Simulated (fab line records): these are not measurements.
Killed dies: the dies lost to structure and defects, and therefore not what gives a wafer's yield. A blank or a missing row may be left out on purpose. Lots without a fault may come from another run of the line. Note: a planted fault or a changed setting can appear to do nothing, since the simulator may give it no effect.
Struck lot and sound lot, side by side	flow nand harc	26 out of 1159 route steps
Sound: these wafers, L284.2, L284.4, L284.6. Struck: wafers L272.1, L272.5 (left out: L272.3, a lot-mate that was not struck); the cause follows at the end.
At each step with rows: each side's tool, then ch and its chambers, then its first start. Under that, the readings that differ: sound wafers	struck wafers	difference of the means	sigmas: that difference in standard deviations of wafers without a fault.
alike: a reading whose means differ by less than 2 such deviations, as well as words and numbers matching on both sides. not compared: withheld readings; readings where some wafer has no value; bounds like >300 that might hide an equal value; numbers whose values overlap and for which the record gives no deviation.
A row with sigmas, a row that says differs or no value, or rows on one side alone: a step with any of these is where the two part. Numbers that have no deviation but don't overlap get no sigmas and don't part them. Lack of a reading on every wafer of one side parts them only where that side has two or more wafers.

first, 6 steps without rows for these wafers: NHARC_A_SLIT_COAT_03 (resist thk 90 nm); NHARC_A_SLIT_SOFTBAKE_04 (time 55 s); NHARC_A_SLIT_EBR_05; NHARC_A_SLIT_EXPOSE_06 (exposes mask SLIT); NHARC_A_SLIT_PEB_07 (peb time 65 s); NHARC_A_SLIT_DEVELOP_08 (develop time 35 s).
NHARC_A_SLIT_CD_MEAS_09: the cd target is 300 nm.
  sound on cd sem-03 ch 0, day 19 02:02; struck on cd sem-03 ch 0, day 16 09:22
  alike: cd nm
NHARC_A_SLIT_OVL_MEAS_10:
  sound on overlay-01, day 19 02:07; struck on overlay-02, day 16 09:28
  alike: overlay x nm, overlay y nm
NHARC_A_SLIT_INSPECT_11:
  sound on defect inspect-02, day 19 02:10; struck on defect inspect-01, day 16 09:29
  alike: raw defect count
NHARC_A_SLIT_DESCUM_14: chemistry O2, time 3 s.
  sound on rie diel-06 ch 0,2,3, day 19 02:13; struck on rie diel-09 ch 0,1, day 16 09:34
reading	sound	struck	difference	sigmas
mfc ar sccm (sccm)	0.002 0 0	0.029 0.024	+0.026	+3
  alike: drypump motor current A, oes product au, rf vpp V, showerhead plenum p Torr, throttle valve pct
  not compared: rf hours counter h
NHARC_A_SLIT_ETCH_24: etches the open film in CF4/CHF3, target depth 121 nm, time 60.5 s.
  sound on rie diel-06 ch 0,1,3, day 19 02:18; struck on rie diel-09 ch 2, day 16 09:38
  alike: drypump motor current A, mfc ar sccm, oes product au, rf vpp V, showerhead plenum p Torr, throttle valve pct
  not compared: rf hours counter h
then, 1 step without rows for these wafers: NHARC_A_SLIT_ETCH_15 (etches the open film in O2/COS, target depth 3200 nm, time 832 s).
NHARC_A_SLIT_ETCH_17: etches the open film in C4F8/O2/Ar, time 1687.5 s, target depth 10100 nm.
  sound on har etch-01 ch 0, day 19 02:59; struck on har etch-02 ch 1, day 16 14:16
reading	sound	struck	difference	sigmas
he backside leak sccm (sccm)	5.2 5.1 5.3	6.2 6.4	+1.1	+2
mfc ar sccm (sccm)	373.4 373.4 371.8	375.9 374.8	+2.5	+2
showerhead plenum p Torr (Torr)	3.76 3.76 3.76	3.52 3.52	-0.24	-2
  alike: drypump motor current A, throttle valve pct
  not compared: rf hours counter h
then, 2 steps without rows for these wafers: NHARC_A_SLIT_ETCH_26 (etches the open film in C4F8/O2/Ar, time 90 s, target depth 400 nm); NHARC_A_SLIT_STRIP_28 (strips in O2/COS).
NHARC_A_SLIT_ETCH_29: etches the open film in CF4/O2, target depth 100 nm, overetch 10 nm, time 55 s.
  sound on rie diel-06 ch 0,2,3, day 19 05:05; struck on rie diel-06 ch 1,2, day 16 16:23
  alike: drypump motor current A, mfc ar sccm, oes product au, rf vpp V, showerhead plenum p Torr, throttle valve pct
  not compared: rf hours counter h
NHARC_A_SLIT_STRIP_18: strips in O2.
  sound: rie diel-06 ch 0,2; struck: rie diel-06 ch 0,2
  alike: drypump motor current A, mfc ar sccm, oes product au, rf vpp V, showerhead plenum p Torr, throttle valve pct
  not compared: rf hours counter h
then, 2 steps without rows for these wafers: NHARC_A_SLIT_PRECLEAN_19 (cleans in SC1); NHARC_A_SLIT_SRD_20.
NHARC_A_SLIT_CD_MEAS_21:
  sound on cd sem-03, day 19 05:37; struck on cd sem-01, day 16 16:59
  alike: cd nm
then, 3 steps without rows for these wafers: NHARC_A_SIN_REMOVE_WET_00 (chemistry H3PO4, time 15300 s); NHARC_A_SIN_REMOVE_PRECLEAN_01 (cleans in SC1); NHARC_A_SIN_REMOVE_SRD_02.
NHARC_A_SIN_REMOVE_INSPECT_04:
  sound on defect inspect-02, day 19 13:17; struck on defect inspect-02, day 16 23:06
reading	sound	struck	difference	sigmas
raw defect count	204 194 207	1309 1224	+1065	+12
  not compared: hold
NHARC_A_WL_FILL_ALD_00: deposits Al2O3, target thk 3 nm, pulse time 3 s, ald cycles 30.
  sound on ald hk-04 ch 0,1, day 19 13:31; struck on ald hk-02 ch 1, day 17 02:05
reading	sound	struck	difference	sigmas
hold	- - -	await dispo/2.9h/release await dispo/2.9h/release	no value on the sound wafers	
  alike: heater power w, precursor pulse height rel
  not compared: since wet clean h
-- break in the record here, with 5 days between the starts of the struck wafers on either side (left off in module A_WL_FILL, picked up again in module END, where the first step shown is number 1159 on the route) --
NHARC_END_SORT_01:
  sound on prober-01 ch 0, day 24 10:26; struck on prober-01 ch 0, day 21 19:06
reading	sound	struck	difference	sigmas
killed at array	14 16 19	67 55	+45	+6
killed dies	18 19 24	71 61	+46	+6
  alike: killed at other, killed at periphery, killed open, killed short

## WHERE THEY PART
First at NHARC_A_SLIT_DESCUM_14; last, within this record, at NHARC_END_SORT_01.

WHY: what the simulator had put in
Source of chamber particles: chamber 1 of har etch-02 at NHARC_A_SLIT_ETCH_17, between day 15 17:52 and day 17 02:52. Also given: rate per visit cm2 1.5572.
